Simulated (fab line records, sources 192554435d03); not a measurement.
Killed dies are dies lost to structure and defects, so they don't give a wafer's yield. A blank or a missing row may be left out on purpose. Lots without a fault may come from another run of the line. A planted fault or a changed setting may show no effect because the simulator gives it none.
Chamber matching | flow n5_finfet | N5_GATE_CUT_CMP_23 on cmp-01: 4 sister chambers
The step polishes, stops on SiO2, t overpolish 23.4 s, target thk 16 nm. 4 wafers are shown with their chamber, then 12 later ones without.

WAFERS WITH THEIR CHAMBER
wafer  | chamber | motor_current_A (A)
L080.2 | 2       | 10.1
L091.2 | 3       | 7.8
L091.3 | 0       | 10.2
L091.5 | 1       | 7.9

WAFERS WITHOUT THEIR CHAMBER
wafer  | motor_current_A (A)
L092.2 | 8.3
L092.4 | 8.3
L092.5 | 7.9
L093.1 | 10.2
L093.5 | 8.7
L093.6 | 10.2
L095.1 | 10.2
L095.3 | 8.0
L095.5 | 8.0
L097.2 | 10.2
L097.3 | 10.1
L097.4 | 8.5

WHICH CHAMBER EACH WENT THROUGH
wafer  | from the rows above          | in truth
L092.2 | can't be placed: 1 or 3      | 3
L092.4 | can't be placed: 1 or 3      | 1
L092.5 | can't be placed: 1 or 3      | 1
L093.1 | can't be placed: 0 or 2      | 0
L093.5 | can't be placed: 1 or 3 or 2 | 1
L093.6 | can't be placed: 0 or 2      | 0
L095.1 | can't be placed: 0 or 2      | 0
L095.3 | can't be placed: 1 or 3      | 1
L095.5 | can't be placed: 1 or 3      | 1
L097.2 | can't be placed: 0 or 2      | 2
L097.3 | can't be placed: 2 or 0      | 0
L097.4 | can't be placed: 1 or 3      | 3
Placed correctly: 0 of 12. Can't be placed from these rows: 12 (the true chamber is among the candidates in 12). Placed wrongly: 0.
How it was worked out, from the rows above alone: a wafer's distance from a chamber is the root of the sum, over the readings, of the square of ((its reading less the chamber's mean) divided by the reading's scatter). The wafer belongs to the nearest chamber; if the next one is less than 2 further off, it can't be placed. A chamber's mean is the mean of its shown wafers. The scatter: with one shown wafer a chamber, the root of the mean of the squares of how far each hidden wafer lies from its nearest shown one.
